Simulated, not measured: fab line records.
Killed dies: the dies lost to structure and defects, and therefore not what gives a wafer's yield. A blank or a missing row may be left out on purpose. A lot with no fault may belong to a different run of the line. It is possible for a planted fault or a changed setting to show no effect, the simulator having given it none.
Chamber matching -- flow nand harc -- NHARC_A_STAIRCASE_ETCH_444 on rie diel-03: 4 sister chambers
The step etches the open film in C4F8/O2, target depth 10200 nm, time 3400 s. 18 wafers are shown with their chamber, then 9 later ones without.

WAFERS PAIRED WITH THEIR CHAMBERS
wafer,chamber,rf vpp V (V),oes product au (a.u.),rf fwd power W (W)
L078.1,3,806,0.939,600.5
L078.4,1,809,0.907,601.1
L078.6,1,810,0.922,601.8
L079.3,2,810,0.921,603.7
L079.4,3,805,0.945,601.2
L079.6,0,804,0.936,601.7
L085.2,3,806,0.930,600.0
L085.3,1,809,0.914,603.5
L085.6,3,805,0.940,596.5
L087.1,2,810,0.923,597.7
L087.5,0,806,0.941,599.3
L087.6,1,807,0.927,597.7
L083.4,0,805,0.940,595.0
L083.5,0,806,0.930,598.4
L083.6,1,807,0.920,600.8
L088.1,3,805,0.950,601.3
L088.2,2,810,0.937,599.0
L088.4,1,809,0.931,599.2

SIGNATURES, as means of the wafers listed above
reading,chamber 0,chamber 1,chamber 2,chamber 3,scatter within a chamber
rf vpp V,805.25,808.50,810.00,805.40,0.904
oes product au,0.93675,0.92017,0.92700,0.94080,0.00769
rf fwd power W,598.600,600.683,600.133,599.900,2.38
Rule: a wafer lies at a distance from a chamber equal to the root of the sum of squares, over the readings, of (its reading less the chamber's mean, divided by the reading's scatter). The wafer belongs to the nearest chamber; if the next one is less than 2 further off, it can't be placed. The scatter: the root of (the sum of the squares of (reading less its chamber's mean) over the shown wafers, divided by (wafers less chambers)).

WAFERS WITH NO CHAMBER GIVEN
wafer,rf vpp V (V),oes product au (a.u.),rf fwd power W (W)
L093.1,809,0.955,600.1
L093.2,804,0.966,599.8
L093.3,805,0.949,599.9
L094.1,807,0.974,601.2
L094.2,806,0.955,594.7
L094.3,810,0.995,599.1
L096.1,805,0.944,601.0
L096.4,808,0.967,598.4
L096.6,809,0.964,597.0

CHAMBER TAKEN BY EACH
wafer,from the rows above,in truth
L093.1,can't be placed: 2 or 3 or 1 or 0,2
L093.2,can't be placed: 3 or 0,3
L093.3,can't be placed: 3 or 0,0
L094.1,can't be placed: 3 or 0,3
L094.2,can't be placed: 3 or 0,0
L094.3,can't be placed: 3 or 2 or 0 or 1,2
L096.1,can't be placed: 3 or 0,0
L096.4,can't be placed: 3 or 0 or 2 or 1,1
L096.6,can't be placed: 2 or 3 or 0 or 1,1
Correct placement for 0 of the 9. Cannot be placed on the basis of these rows: 9; the candidates contain the true chamber in 9. Wrongly placed: 0.
